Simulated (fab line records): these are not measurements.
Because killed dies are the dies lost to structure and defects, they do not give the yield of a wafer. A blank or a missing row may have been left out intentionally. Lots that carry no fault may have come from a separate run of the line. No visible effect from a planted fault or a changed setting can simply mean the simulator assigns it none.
Matching of chambers :: flow n5 finfet :: N5_MOL_CONTACT_COAG_ETCH_59 on rie diel-06: 4 sister chambers
The step etches underlayer in N2/H2, target depth 13 nm, time 10.4 s. 16 wafers are shown with their chamber, then 8 later ones without.

== WAFERS, EACH WITH ITS CHAMBER ==
wafer: L845.1
chamber: 2
showerhead plenum p Torr (Torr): 2.43
throttle valve pct (%): 18.18
drypump motor current A (A): 5.1

wafer: L845.3
chamber: 0
showerhead plenum p Torr (Torr): 2.52
throttle valve pct (%): 18.28
drypump motor current A (A): 5.8

wafer: L845.6
chamber: 0
showerhead plenum p Torr (Torr): 2.52
throttle valve pct (%): 18.25
drypump motor current A (A): 5.9

wafer: L846.1
chamber: 3
showerhead plenum p Torr (Torr): 2.71
throttle valve pct (%): 17.67
drypump motor current A (A): 5.7

wafer: L846.4
chamber: 1
showerhead plenum p Torr (Torr): 2.41
throttle valve pct (%): 18.55
drypump motor current A (A): 5.9

wafer: L846.5
chamber: 0
showerhead plenum p Torr (Torr): 2.52
throttle valve pct (%): 18.28
drypump motor current A (A): 5.9

wafer: L853.2
chamber: 0
showerhead plenum p Torr (Torr): 2.51
throttle valve pct (%): 18.31
drypump motor current A (A): 5.9

wafer: L853.4
chamber: 2
showerhead plenum p Torr (Torr): 2.43
throttle valve pct (%): 18.19
drypump motor current A (A): 5.1

wafer: L853.6
chamber: 0
showerhead plenum p Torr (Torr): 2.51
throttle valve pct (%): 18.32
drypump motor current A (A): 5.9

wafer: L855.1
chamber: 2
showerhead plenum p Torr (Torr): 2.43
throttle valve pct (%): 18.19
drypump motor current A (A): 5.1

wafer: L855.2
chamber: 0
showerhead plenum p Torr (Torr): 2.51
throttle valve pct (%): 18.31
drypump motor current A (A): 5.8

wafer: L855.6
chamber: 2
showerhead plenum p Torr (Torr): 2.43
throttle valve pct (%): 18.21
drypump motor current A (A): 5.1

wafer: L856.1
chamber: 2
showerhead plenum p Torr (Torr): 2.43
throttle valve pct (%): 18.19
drypump motor current A (A): 5.1

wafer: L856.4
chamber: 2
showerhead plenum p Torr (Torr): 2.43
throttle valve pct (%): 18.20
drypump motor current A (A): 5.1

wafer: L856.6
chamber: 3
showerhead plenum p Torr (Torr): 2.70
throttle valve pct (%): 17.70
drypump motor current A (A): 5.8

wafer: L860.2
chamber: 0
showerhead plenum p Torr (Torr): 2.51
throttle valve pct (%): 18.33
drypump motor current A (A): 5.9

SIGNATURES, as means of the wafers listed above
reading: showerhead plenum p Torr
chamber 0: 2.5143
chamber 1: 2.4100
chamber 2: 2.4300
chamber 3: 2.7050
scatter within a chamber: 0.0043

reading: throttle valve pct
chamber 0: 18.2971
chamber 1: 18.5500
chamber 2: 18.1933
chamber 3: 17.6850
scatter within a chamber: 0.0218

reading: drypump motor current A
chamber 0: 5.871
chamber 1: 5.900
chamber 2: 5.100
chamber 3: 5.750
scatter within a chamber: 0.0401
Rule: for a wafer and a chamber, the distance is found by dividing, reading by reading, the gap between the wafer's reading and the chamber's mean by the reading's scatter, squaring, summing and taking the root. If the next closest chamber is less than 2 further off than the closest, the wafer can't be placed; otherwise it belongs to the closest. How the scatter is found: for the shown wafers, subtract from each reading the mean of its chamber, square and add these, divide the total by (wafers less chambers), then take the root.

== WAFERS WHOSE CHAMBER IS MISSING ==
wafer: L860.3
showerhead plenum p Torr (Torr): 2.70
throttle valve pct (%): 17.73
drypump motor current A (A): 5.8

wafer: L860.5
showerhead plenum p Torr (Torr): 2.51
throttle valve pct (%): 18.34
drypump motor current A (A): 5.8

wafer: L861.1
showerhead plenum p Torr (Torr): 2.72
throttle valve pct (%): 18.14
drypump motor current A (A): 5.9

wafer: L861.4
showerhead plenum p Torr (Torr): 2.69
throttle valve pct (%): 17.74
drypump motor current A (A): 5.8

wafer: L861.6
showerhead plenum p Torr (Torr): 2.72
throttle valve pct (%): 18.15
drypump motor current A (A): 5.9

wafer: L864.3
showerhead plenum p Torr (Torr): 2.51
throttle valve pct (%): 18.33
drypump motor current A (A): 5.8

wafer: L864.4
showerhead plenum p Torr (Torr): 2.71
throttle valve pct (%): 18.15
drypump motor current A (A): 5.9

wafer: L864.5
showerhead plenum p Torr (Torr): 2.51
throttle valve pct (%): 18.35
drypump motor current A (A): 5.8

== CHAMBER TAKEN BY EACH ==
wafer: L860.3
from the rows above: 3
in truth: 3

wafer: L860.5
from the rows above: 0
in truth: 0

wafer: L861.1
from the rows above: 3
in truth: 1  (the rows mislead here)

wafer: L861.4
from the rows above: 3
in truth: 3

wafer: L861.6
from the rows above: 3
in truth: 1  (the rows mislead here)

wafer: L864.3
from the rows above: 0
in truth: 0

wafer: L864.4
from the rows above: 3
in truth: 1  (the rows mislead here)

wafer: L864.5
from the rows above: 0
in truth: 0
Correct placement for 5 of the 8. Not placeable from these rows: 0. Number placed wrongly: 3.
